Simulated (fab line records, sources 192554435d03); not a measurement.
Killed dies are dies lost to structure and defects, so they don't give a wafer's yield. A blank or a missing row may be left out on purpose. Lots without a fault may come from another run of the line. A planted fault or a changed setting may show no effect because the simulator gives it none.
fab line records | flow n5_finfet
record lots=7 wafers=21
route steps=1938 shown BEOL_M0_SAQP@636 BEOL_M1@753 BEOL_M2@843 BEOL_M3@980 BEOL_M4@1028
start_h: hours from the record's first day to the start of the lot's first wafer shown | wait_h: hours since the lot's step before | " the same as in the row above | L1.1+2: a row that stands for several wafers | - no value, or no start given | * or withheld: withheld | < > ~ a bound
route shown NAME@n: a module of which the file shows steps, and the number in the route of the first | usual: mean/standard deviation of fault-free wafers | same: alike in all rows | chamber/n: place in a boat | sites: the reading at each site | _std_site: their standard deviation | _edge_site: outer sites' mean less inner sites' | radius_mm: how far each site lies from the wafer's centre | mask NAME#n: copy n | behind: the tool/chamber that last shaped the wafer | hold: why the lot was held/for how many hours/how that ended | device: the transistor (n, p or np) that didn't switch | end of line: the same wafers' tests at the end of the route | a step without rows: its recipe alone | killed: dies lost to structure and defects at the first sort, not the wafer's yield | map: a wafer's dies, x killed, . not, _ none there
set.NAME: the setting as run; set.NAME@STEP: as run at that earlier step | model.NAME: the simulator's own value behind a step, which no gauge read
lots whose settings were changed on purpose; a table a step, a row a wafer
## steps
# step N5_BEOL_M0_SAQP_PECVD_96
# recipe material=a-Si target_thk_a=450 temp_c=350 precursor=SiH4/He pressure_torr=3 rf_w=100 time_s=45.2
# columns lot.wafer tool chamber start_h wait_h set.time_s model.a-Si_of_BEOL_M0_SAQP_PECVD_96.thk_nm
L076.3 pecvd-01 1 118.98 0.0 45.2 44.8
L076.4 " 1 " " 45.2 45.6
L076.5 " 0 " " 45.2 45
L078.2+3 pecvd-03 0 128.85 0.0 40.15 39.6
L078.4 " 1 " " 45.2 45
L080.2 pecvd-03 2 144.96 0.0 47.6 47.2
L080.3 " 1 " " 45.2 44.8
L080.4 " 0 " " 45.2 45.8
L083.2 pecvd-01 1 161.80 0.0 45.2 45.2
L083.3 " 2 " " 50.26 49.8
L083.6 " 2 " " 50.26 50.6
L084.1 pecvd-03 2 169.10 0.0 39.1 38.4
L084.2 " 0 " " 45.2 44.8
L084.3 " 1 " " 39.1 38.6
L087.1 pecvd-02 2 189.45 0.0 40.02 39.6
L087.2 " 1 " " 45.2 44.6
L087.4 " 1 " " 45.2 44.8
L090.1 pecvd-03 0 206.54 0.0 45.2 44.4
L090.2+3 " 1,2 " " 45.2 44.8
# step N5_BEOL_M0_SAQP_PECVD_97
# recipe material=SiNx target_thk_a=230 temp_c=350 precursor=SiH4/NH3/N2 pressure_torr=1.5 rf_w=300 time_s=19.9
# step N5_BEOL_M0_SAQP_PECVD_04
# recipe material=a-Si target_thk_a=600 temp_c=350 precursor=SiH4/He pressure_torr=3 rf_w=100 time_s=60.2
# step N5_BEOL_M0_SAQP_ETCH_101
# recipe chemistry=CH3F/O2 target=SiNx mask_material=SiO2 target_depth_a=299 time_s=42.7 pressure_mtorr=30 source_w=395 bias_w=73 Ar_flow_sccm=150 CH3F_flow_sccm=30 O2_flow_sccm=20 ion_energy_ev=120
# step N5_BEOL_M0_SAQP_ETCH_102
# recipe chemistry=CF4 target=SiO2 target_depth_a=40 ion_energy_ev=350 time_s=4.4 pressure_mtorr=10 icp_w=800 bias_w=400 cf4_flow_sccm=80
# step N5_BEOL_M0_SAQP_MANDREL_ETCH_103
# recipe chemistry=HBr/Cl2 target=a-Si target_depth_a=450 bt_time_s=10 stop_on=SiCN mask_material=SiO2 over_etch_frac=0.8 time_s=27 pressure_mtorr=10 icp_w=800 bias_w=75 HBr_flow_sccm=150 Cl2_flow_sccm=80 ends=end_point
# usual oes_product_au=0.685/0.011
# columns lot.wafer tool chamber start_h wait_h set.time_s@BEOL_M0_SAQP_PECVD_96 oes_product_au model.etch.depth_nm
L076.3 rie_si-03 0 121.43 0.0 45.2 0.691 44.8
L076.4 " 2 " " 45.2 0.687 45.51
L076.5 " 2 " " 45.2 0.680 44.97
L078.2 rie_si-03 3 131.41 0.0 40.15 0.651 39.64
L078.3 " 2 " " 40.15 0.631 39.68
L078.4 " 0 " " 45.2 0.696 45.08
L080.2 rie_si-05 0 147.56 0.0 47.6 0.700 47.11
L080.3 " 3 " " 45.2 0.675 44.79
L080.4 " 2 " " 45.2 0.688 45.72
L083.2 rie_si-05 3 166.03 0.0 45.2 0.676 45.3
L083.3 " 0 " " 50.26 0.727 49.74
L083.6 " 1 " " 50.26 0.733 50.54
L084.1 rie_si-05 0 172.04 0.0 39.1 0.624 38.49
L084.2 " 3 " " 45.2 0.672 44.74
L084.3 " 1 " " 39.1 0.619 38.58
L087.1 rie_si-03 0 192.24 0.0 40.02 0.643 39.58
L087.2 " 2 " " 45.2 0.682 44.52
L087.4 " 3 " " 45.2 0.690 44.83
L090.1 rie_si-03 2 209.39 0.0 45.2 0.675 44.49
L090.2 " 1 " " 45.2 0.671 44.77
L090.3 " 0 " " 45.2 0.694 44.81
# step N5_BEOL_M0_SAQP_RECESS_104
# recipe chemistry=HF/NH3 target=SiO2 target_depth_a=180 afs_cycles=3 temp_c=30 sublimation_temp_c=180 sublimation_time_s=60
# step N5_BEOL_M0_SAQP_COAT_105
# recipe resist=SOC temp_c=250 time_s=60 spin_rpm=1500 resist_thk_nm=100
# step N5_BEOL_M0_SAQP_STRIP_108
# recipe chemistry=N2/H2 power_w=500 temp_c=40 pressure_mtorr=50 rf_frequency_hz=6e+07 overash_fraction=0.3 bias_power_w=28 h2_frac=0.5 n2_flow_sccm=300 h2_flow_sccm=300
# step N5_BEOL_M0_SAQP_RECESS_109
# recipe chemistry=HF/NH3 target=SiO2 target_depth_a=30 afs_cycles=1 temp_c=30 sublimation_temp_c=180 sublimation_time_s=60
# step N5_BEOL_M0_SAQP_SPACER2_ALD_26
# recipe material=SiO2 target_thk_a=150 temp_c=300 ald_precursor_family=BDEAS ald_co_reactant=O2-plasma pulse_time_s=1 purge_time_s=2 co_reactant_purge_time_s=2 pressure_torr=2
# columns lot.wafer tool chamber start_h wait_h set.time_s@BEOL_M0_SAQP_PECVD_96 model.a-Si_of_BEOL_M0_SAQP_PECVD_96.thk_nm
L076.3 ald_sin-02 2 122.26 0.1 45.2 44
L076.4 " 0 " " 45.2 44.8
L076.5 " 3 " " 45.2 44.2
L078.2 ald_sin-04 0 132.51 0.1 40.15 38.8
L078.3 " 1 " " 40.15 39
L078.4 " 3 " " 45.2 44.4
L080.2 ald_sin-04 0 148.39 0.1 47.6 46.4
L080.3 " 3 " " 45.2 44
L080.4 " 1 " " 45.2 45
L083.2 ald_sin-03 1 167.03 0.1 45.2 44.6
L083.3 " 2 " " 50.26 49
L083.6 " 0 " " 50.26 49.8
L084.1+3 ald_sin-04 2,1 172.92 0.1 39.1 37.8
L084.2 " 3 " " 45.2 44
L087.1 ald_sin-04 2 193.17 0.2 40.02 38.8
L087.2 " 0 " " 45.2 43.8
L087.4 " 1 " " 45.2 44
L090.1 ald_sin-02 1 210.29 0.1 45.2 43.8
L090.2+3 " 2,0 " " 45.2 44
# step N5_BEOL_M0_SAQP_ALD_48
# recipe material=SiO2 target_thk_a=200 temp_c=100 ald_precursor_family=BDEAS ald_co_reactant=O2-plasma pulse_time_s=1 co_reactant_pulse_time_s=1 purge_time_s=2 co_reactant_purge_time_s=2 ald_cycles=139 pressure_torr=2
# columns lot.wafer tool chamber start_h wait_h set.ald_cycles model.SiO2_of_BEOL_M0_SAQP_ALD_48.thk_nm
L076.3+4+5 ald_sin-04 0,1,3 123.72 0.0 139 20
L078.2+4 ald_sin-04 2,0 134.29 0.0 139 20
L078.3 " 1 " " 139 20.2
L080.2+4 ald_sin-04 3,0 150.29 0.0 139 20
L080.3 " 1 " " 139 20.2
L083.2+6 ald_sin-03 1,2 169.13 0.0 119 17.2
L083.3 " 2 " " 139 20
L084.1 ald_sin-04 2 174.74 0.0 139 20.2
L084.2 " 1 " " 149 21.6
L084.3 " 3 " " 139 20
L087.1+4 ald_sin-02 3,0 194.79 0.0 154 22.2
L087.2 " 1 " " 139 19.8
L090.1+2 ald_sin-02 1,2 211.83 0.0 139 20
L090.3 " 3 " " 139 19.8
# step N5_BEOL_M1_PECVD_72
# recipe material=SiO2 target_thk_a=160 temp_c=400 precursor=TEOS/O2 pressure_torr=5.5 rf_w=450 teos_flow_sccm=53.8 gas=O2 flow_sccm=3000 time_s=18
# columns lot.wafer tool chamber start_h wait_h set.temp_c model.SiO2_of_BEOL_M1_PECVD_72.thk_nm
L076.3 pecvd-03 1 130.55 0.1 416.4 14.6
L076.4 " 0 " " 400 16
L076.5 " 1 " " 400 16.2
L078.2+3 pecvd-04 0,1 142.76 0.0 400 15.8
L078.4 " 2 " " 404.9 15.8
L080.2+4 pecvd-04 2 157.02 0.0 400 16
L080.3 " 0 " " 405.1 15.2
L083.2 pecvd-04 1 175.92 0.0 400 15.6
L083.3+6 " 2 " " 411 15
L084.1 pecvd-04 1 182.37 0.0 382.4 17.4
L084.2 " 2 " " 400 15.8
L084.3 " 0 " " 400 15.6
L087.1+2+4 pecvd-03 2,1,2 204.18 0.0 400 16
L090.1 pecvd-04 1 222.10 0.0 400 16.2
L090.2 " 0 " " 400 15.6
L090.3 " 2 " " 400 16
# step N5_BEOL_M1_COAT_61
# recipe resist=SOC temp_c=250 time_s=60 spin_rpm=1500 resist_thk_nm=60
# columns lot.wafer tool chamber start_h wait_h set.spin_rpm model.SOC_of_BEOL_M1_COAT_61.thk_nm
L076.3 litho_track-02 0 132.68 0.1 1443 61.2
L076.4 " 0 " " 1443 61
L076.5 " 0 " " 1500 60
L078.2+3 litho_track-05 0 144.83 0.1 1500 60
L078.4 " 0 " " 1500 60.2
L080.2 litho_track-02 0 157.84 0.1 1500 60
L080.3 " 0 " " 1628 57.4
L080.4 " 0 " " 1628 57.8
L083.2+3 litho_track-05 0 178.06 0.1 1500 60.2
L083.6 " 0 " " 1500 60
L084.1+2 litho_track-02 0 183.06 0.1 1500 59.6
L084.3 " 0 " " 1426 61
L087.1+2 litho_track-02 0 205.50 0.1 1500 60.2
L087.4 " 0 " " 1500 60.4
L090.1 litho_track-05 0 223.10 0.1 1500 60.4
L090.2 " 0 " " 1500 60.2
L090.3 " 0 " " 1500 60
# step N5_BEOL_M1_COAT_62
# recipe resist=SiARC temp_c=220 time_s=60 spin_rpm=1500 resist_thk_nm=12
# step N5_BEOL_M1_COAT_73
# recipe resist=underlayer temp_c=205 time_s=60 spin_rpm=1500 resist_thk_nm=5
# step N5_BEOL_M1_ETCH_74
# recipe chemistry=N2/H2 target=underlayer target_depth_a=65 mask_material=CAR-EUV time_s=5.2 ion_energy_ev=200 pressure_mtorr=30 source_w=840 bias_w=150 n2_flow_sccm=200 h2_flow_sccm=200 ends=cleared
# step N5_BEOL_M1_ETCH_63
# recipe chemistry=CF4 target=SiARC target_depth_a=156 mask_material=CAR-EUV time_s=26 ion_energy_ev=80 pressure_mtorr=40 source_w=545 bias_w=36 Ar_flow_sccm=100 cf4_flow_sccm=100 ends=cleared
# step N5_BEOL_M1_ETCH_64
# recipe chemistry=N2/H2 target=SOC target_depth_a=750 overetch_a=150 mask_material=SiARC temp_c=40 time_s=112.5 ion_energy_ev=200 pressure_mtorr=30 source_w=840 bias_w=150 n2_flow_sccm=200 h2_flow_sccm=200
# columns lot.wafer tool chamber start_h wait_h set.spin_rpm@BEOL_M1_COAT_61 model.etch.depth_nm
L076.3 rie_diel-03 1 133.39 0.0 1443 61.11
L076.4 " 2 " " 1443 61.02
L076.5 " 0 " " 1500 60.08
L078.2 rie_diel-05 1 145.42 0.0 1500 60.07
L078.3 " 2 " " 1500 60.1
L078.4 " 3 " " 1500 60.21
L080.2 rie_diel-06 0 158.57 0.0 1500 60.01
L080.3 " 3 " " 1628 57.48
L080.4 " 2 " " 1628 57.71
L083.2 rie_diel-05 0 179.09 0.0 1500 60.21
L083.3 " 1 " " 1500 60.23
L083.6 " 2 " " 1500 60.03
L084.1 rie_diel-06 2 184.95 0.0 1500 59.55
L084.2 " 3 " " 1500 59.64
L084.3 " 0 " " 1426 61.09
L087.1 rie_diel-06 3 206.09 0.0 1500 60.29
L087.2 " 1 " " 1500 60.2
L087.4 " 3 " " 1500 60.3
L090.1 rie_diel-06 0 223.76 0.0 1500 60.39
L090.2 " 1 " " 1500 60.15
L090.3 " 3 " " 1500 60.09
# step N5_BEOL_M1_STRIP_65
# recipe chemistry=N2/H2 temp_c=40 n2_flow_sccm=200 h2_flow_sccm=200 rf_frequency_hz=6e+07
# step N5_BEOL_M1_STRIP_75
# recipe chemistry=N2/H2 temp_c=40 n2_flow_sccm=200 h2_flow_sccm=200 rf_frequency_hz=6e+07
# step N5_BEOL_M1_STRIP_66
# recipe chemistry=CF4 resist=SiARC power_w=300 bias_power_w=75 pressure_mtorr=50 cf4_flow_sccm=150 rf_frequency_hz=6e+07
# step N5_BEOL_M1_HM_OPEN_17
# recipe chemistry=Cl2/BCl3 target_depth_a=200 overetch_a=60 target=TiN mask_material=SOC ion_energy_ev=150 pressure_mtorr=10 icp_w=1000 bias_w=126 Cl2_flow_sccm=53.25 bcl3_flow_sccm=21.75 Ar_flow_sccm=25
# columns lot.wafer tool chamber start_h wait_h set.spin_rpm@BEOL_M1_COAT_61 model.SOC_of_BEOL_M1_COAT_61.thk_nm
L076.3 rie_metal-02 1 133.59 0.1 1443 53
L076.4 " 0 " " 1443 53.2
L076.5 " 1 " " 1500 52
L078.2 rie_metal-02 1 145.59 0.0 1500 51.8
L078.3 " 0 " " 1500 52.4
L078.4 " 1 " " 1500 52
L080.2 rie_metal-02 1 158.74 0.0 1500 52
L080.3+4 " 0,1 " " 1628 49.6
L083.2+3 rie_metal-02 0 179.26 0.0 1500 52.4
L083.6 " 0 " " 1500 52.2
L084.1 rie_metal-02 1 185.12 0.0 1500 51.4
L084.2 " 0 " " 1500 51.8
L084.3 " 0 " " 1426 53.2
L087.1+2+4 rie_metal-02 0 206.26 0.0 1500 52.4
L090.1+2 rie_metal-01 0,1 223.92 0.0 1500 52.6
L090.3 " 0 " " 1500 52.4
# step N5_BEOL_M2_PECVD_72
# recipe material=SiO2 target_thk_a=160 temp_c=400 precursor=TEOS/O2 pressure_torr=5.5 rf_w=450 teos_flow_sccm=53.8 gas=O2 flow_sccm=3000 time_s=18
# columns lot.wafer tool chamber start_h wait_h set.time_s model.SiO2_of_BEOL_M2_PECVD_72.thk_nm
L076.3 pecvd-04 0 143.70 0.0 15.81 14
L076.4 " 0 " " 18 16.2
L076.5 " 2 " " 18 16.4
L078.2 pecvd-04 0 153.18 0.0 18 15.8
L078.3 " 2 " " 18 16
L078.4 " 2 " " 18 16.2
L080.2 pecvd-04 0 165.25 0.0 18 16.2
L080.3 " 2 " " 15.89 14
L080.4 " 2 " " 18 16
L083.2 pecvd-04 2 193.65 0.0 18 15.6
L083.3 " 1 " " 18 15.2
L083.6 " 1 " " 17.1 14.8
L084.1 pecvd-01 0 198.77 0.0 17.1 14.8
L084.2 " 2 " " 18 16.2
L084.3 " 1 " " 17.1 15.6
L087.1+2 pecvd-04 2,0 217.57 0.0 15.83 13.6
L087.4 " 1 " " 18 16
L090.1+2+3 pecvd-04 1,2,0 231.68 0.0 18 15.6
# step N5_BEOL_M3_TRENCH_ETCH_37
# recipe chemistry=C4F6/O2 target_depth_a=555.55 target=SiOC time_s=29.2 ion_energy_ev=250 pressure_mtorr=30 source_w=355 bias_w=185 Ar_flow_sccm=300 C4F6_flow_sccm=10 O2_flow_sccm=10
# usual rf_vpp_V=671/10
# columns lot.wafer tool chamber start_h wait_h set.source_w rf_vpp_V model.etch.depth_nm
L076.3 rie_diel-05 3 - - 311.5 723 50.83
L076.4 " 2 " " 355 669 56.39
L076.5 " 0 " " 355 684 55.72
L078.2 rie_diel-06 2 - - 310 705 52.66
L078.3 " 3 " " 355 670 53.44
L078.4 " 3 " " 310 717 50.99
L080.2 rie_diel-05 2 - - 407 625 60.53
L080.3 " 1 " " 355 663 55.41
L080.4 " 2 " " 407 623 60.33
L083.2 rie_diel-03 0 - - 303 731 52.32
L083.3 " 2 " " 303 724 50.08
L083.6 " 0 " " 303 731 52.06
L084.1 rie_diel-05 1 - - 355 662 56.25
L084.2 " 0 " " 355 683 55.85
L084.3 " 3 " " 398.9 648 60.08
L087.1 rie_diel-06 3 - - 355 671 53.66
L087.2 " 2 " " 355 669 57.03
L087.4 " 0 " " 303.6 734 52.16
L090.1 rie_diel-06 0 - - 355 679 55.96
L090.2 " 1 " " 355 682 54.54
L090.3 " 3 " " 355 669 54.06
# step N5_BEOL_M4_COAT_05
# recipe resist=CAR-EUV spin_rpm=1500 resist_thk_nm=30
# columns lot.wafer tool chamber start_h wait_h set.spin_rpm model.CAR-EUV_of_BEOL_M4_COAT_05.thk_nm
L076.3+5 litho_track-04 0 - - 1568 29.4
L076.4 " 0 " " 1500 30
L078.2 litho_track-04 0 - - 1568 29.4
L078.3+4 " 0 " " 1500 30
L080.2+3 litho_track-01 0 - - 1500 30
L080.4 " 0 " " 1576 29.4
L083.2 litho_track-05 0 - - 1389 31
L083.3+6 " 0 " " 1500 30
L084.1 litho_track-04 0 - - 1545 29.6
L084.2 " 0 " " 1500 30.2
L084.3 " 0 " " 1500 30
L087.1+2 litho_track-01 0 - - 1500 30
L087.4 " 0 " " 1500 29.8
L090.1+2+3 litho_track-05 0 - - 1500 30
# step N5_BEOL_M4_EBR_07
# recipe solvent=PGMEA ebr_width_mm=1.5
# step N5_BEOL_M4_SOFTBAKE_06
# recipe temp_c=110 time_s=60 resist=CAR-EUV
# step N5_BEOL_M4_EXPOSE_08
# recipe mask_id=M4 na=0.33 source_shape=dipole sigma_inner=0.369 sigma_outer=0.767 polarization=unpolarized dose_mj=41.25
# step N5_BEOL_M4_PEB_09
# recipe peb_temp_c=100 peb_time_s=60 resist=CAR-EUV
# step N5_BEOL_M4_DEVELOP_10
# recipe develop_time_s=30 developer=TMAH resist=CAR-EUV rinse_liquid=surfactant_rinse dry=air_spin dev_temp_c=23
# columns lot.wafer tool chamber start_h wait_h set.spin_rpm@BEOL_M4_COAT_05 model.CAR-EUV_of_BEOL_M4_COAT_05.thk_nm
L076.3+5 litho_track-05 0 - - 1568 29
L076.4 " 0 " " 1500 29.4
L078.2 litho_track-04 0 - - 1568 28.8
L078.3+4 " 0 " " 1500 29.6
L080.2 litho_track-05 0 - - 1500 29.4
L080.3 " 0 " " 1500 29.6
L080.4 " 0 " " 1576 28.8
L083.2 litho_track-01 0 - - 1389 30.6
L083.3 " 0 " " 1500 29.6
L083.6 " 0 " " 1500 29.4
L084.1 litho_track-05 0 - - 1545 29.2
L084.2+3 " 0 " " 1500 29.6
L087.1 litho_track-01 0 - - 1500 29.6
L087.2+4 " 0 " " 1500 29.4
L090.1+2+3 litho_track-04 0 - - 1500 29.6
# step N5_BEOL_M4_DESCUM_16
# recipe chemistry=O2 time_s=7 source_power_w=50 bias_power_w=20 pressure_mtorr=20 rf_frequency_hz=2.712e+07 temp_c=40 resist=CAR-EUV o2_flow_sccm=225
# columns lot.wafer tool chamber start_h wait_h set.spin_rpm@BEOL_M4_COAT_05 model.CAR-EUV_of_BEOL_M4_COAT_05.thk_nm
L076.3+5 rie_diel-02 2,1 175.69 0.4 1568 25.4
L076.4 " 0 " " 1500 26
L078.2 rie_diel-01 2 179.71 0.0 1568 25.4
L078.3 " 0 " " 1500 26.2
L078.4 " 1 " " 1500 26
L080.2+3 rie_diel-02 0,3 193.57 0.1 1500 26
L080.4 " 2 " " 1576 25.4
L083.2 rie_diel-01 0 222.99 0.2 1389 27.2
L083.3+6 " 3,0 " " 1500 26
L084.1 rie_diel-02 3 223.74 0.1 1545 25.8
L084.2+3 " 1,0 " " 1500 26.2
L087.1+2+4 rie_diel-01 1,2,3 242.01 0.0 1500 26
L090.1+2 rie_diel-02 3,0 255.16 0.0 1500 26.2
L090.3 " 1 " " 1500 26
# step N5_BEOL_M4_ETCH_64
# recipe chemistry=N2/H2 target=SOC target_depth_a=750 overetch_a=225 mask_material=SiARC temp_c=40 time_s=121.9 ion_energy_ev=200 pressure_mtorr=30 source_w=840 bias_w=150 n2_flow_sccm=200 h2_flow_sccm=200
# usual rf_vpp_V=523.9/1.9
# columns lot.wafer tool chamber start_h wait_h set.bias_w rf_vpp_V model.SiARC_of_BEOL_M4_COAT_62.thk_nm
L076.3 rie_diel-02 2 175.77 0.0 162.8 553.9 5.8
L076.4 " 0 " " 150 524.5 6.4
L076.5 " 1 " " 150 524.2 6.2
L078.2 rie_diel-01 2 179.79 0.0 150 521.6 6.6
L078.3 " 0 " " 164.5 553.3 6
L078.4 " 1 " " 150 524.2 6.2
L080.2 rie_diel-02 0 193.65 0.0 170.7 569.4 5.6
L080.3 " 3 " " 150 522.3 6.4
L080.4 " 2 " " 150 527.3 6.4
L083.2 rie_diel-01 0 223.07 0.0 150 520.7 6.6
L083.3 " 3 " " 136.3 494.9 7
L083.6 " 0 " " 150 520.6 6.6
L084.1 rie_diel-02 3 223.82 0.0 150 523.2 6.4
L084.2 " 1 " " 150 524.3 6.4
L084.3 " 0 " " 174.4 578.9 5.4
L087.1 rie_diel-01 1 242.09 0.0 159.1 543.8 5.8
L087.2 " 2 " " 159.1 541.2 6
L087.4 " 3 " " 150 526.6 6.4
L090.1 rie_diel-02 3 255.24 0.0 150 523.5 6.4
L090.2 " 0 " " 150 524.7 6.6
L090.3 " 1 " " 150 524.1 6.4
## key
split step=N5_BEOL_M0_SAQP_PECVD_96 setting=time_s stated=45.2 by=wafer
response step=N5_BEOL_M0_SAQP_PECVD_96 reading=model.a-Si_of_BEOL_M0_SAQP_PECVD_96.thk_nm change=+0.456 per=1% r=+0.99
response step=N5_BEOL_M0_SAQP_MANDREL_ETCH_103 reading=oes_product_au change=+0.0042 per=1% r=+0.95
response step=N5_BEOL_M0_SAQP_MANDREL_ETCH_103 reading=model.etch.depth_nm change=+0.451 per=1% r=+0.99
response step=N5_BEOL_M0_SAQP_SPACER2_ALD_26 reading=model.a-Si_of_BEOL_M0_SAQP_PECVD_96.thk_nm change=+0.452 per=1% r=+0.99
split step=N5_BEOL_M0_SAQP_ALD_48 setting=ald_cycles stated=139 by=wafer
response step=N5_BEOL_M0_SAQP_ALD_48 reading=model.SiO2_of_BEOL_M0_SAQP_ALD_48.thk_nm change=+0.205 per=1% r=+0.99
split step=N5_BEOL_M1_PECVD_72 setting=temp_c stated=400 by=wafer
response step=N5_BEOL_M1_PECVD_72 reading=model.SiO2_of_BEOL_M1_PECVD_72.thk_nm change=-0.348 per=1% r=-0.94
split step=N5_BEOL_M1_COAT_61 setting=spin_rpm stated=1500 by=wafer
response step=N5_BEOL_M1_COAT_61 reading=model.SOC_of_BEOL_M1_COAT_61.thk_nm change=-0.283 per=1% r=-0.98
response step=N5_BEOL_M1_ETCH_64 reading=model.etch.depth_nm change=-0.284 per=1% r=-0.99
response step=N5_BEOL_M1_HM_OPEN_17 reading=model.SOC_of_BEOL_M1_COAT_61.thk_nm change=-0.292 per=1% r=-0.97
split step=N5_BEOL_M2_PECVD_72 setting=time_s stated=18 by=wafer
response step=N5_BEOL_M2_PECVD_72 reading=model.SiO2_of_BEOL_M2_PECVD_72.thk_nm change=+0.186 per=1% r=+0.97
split step=N5_BEOL_M3_TRENCH_ETCH_37 setting=source_w stated=355 by=wafer
response step=N5_BEOL_M3_TRENCH_ETCH_37 reading=rf_vpp_V change=-3.27 per=1% r=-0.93
response step=N5_BEOL_M3_TRENCH_ETCH_37 reading=model.etch.depth_nm change=+0.286 per=1% r=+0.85
split step=N5_BEOL_M4_COAT_05 setting=spin_rpm stated=1500 by=wafer
response step=N5_BEOL_M4_COAT_05 reading=model.CAR-EUV_of_BEOL_M4_COAT_05.thk_nm change=-0.133 per=1% r=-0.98
response step=N5_BEOL_M4_DEVELOP_10 reading=model.CAR-EUV_of_BEOL_M4_COAT_05.thk_nm change=-0.14 per=1% r=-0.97
response step=N5_BEOL_M4_DESCUM_16 reading=model.CAR-EUV_of_BEOL_M4_COAT_05.thk_nm change=-0.146 per=1% r=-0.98
split step=N5_BEOL_M4_ETCH_64 setting=bias_w stated=150 by=wafer
response step=N5_BEOL_M4_ETCH_64 reading=rf_vpp_V change=+3.22 per=1% r=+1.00
response step=N5_BEOL_M4_ETCH_64 reading=model.SiARC_of_BEOL_M4_COAT_62.thk_nm change=-0.0568 per=1% r=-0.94
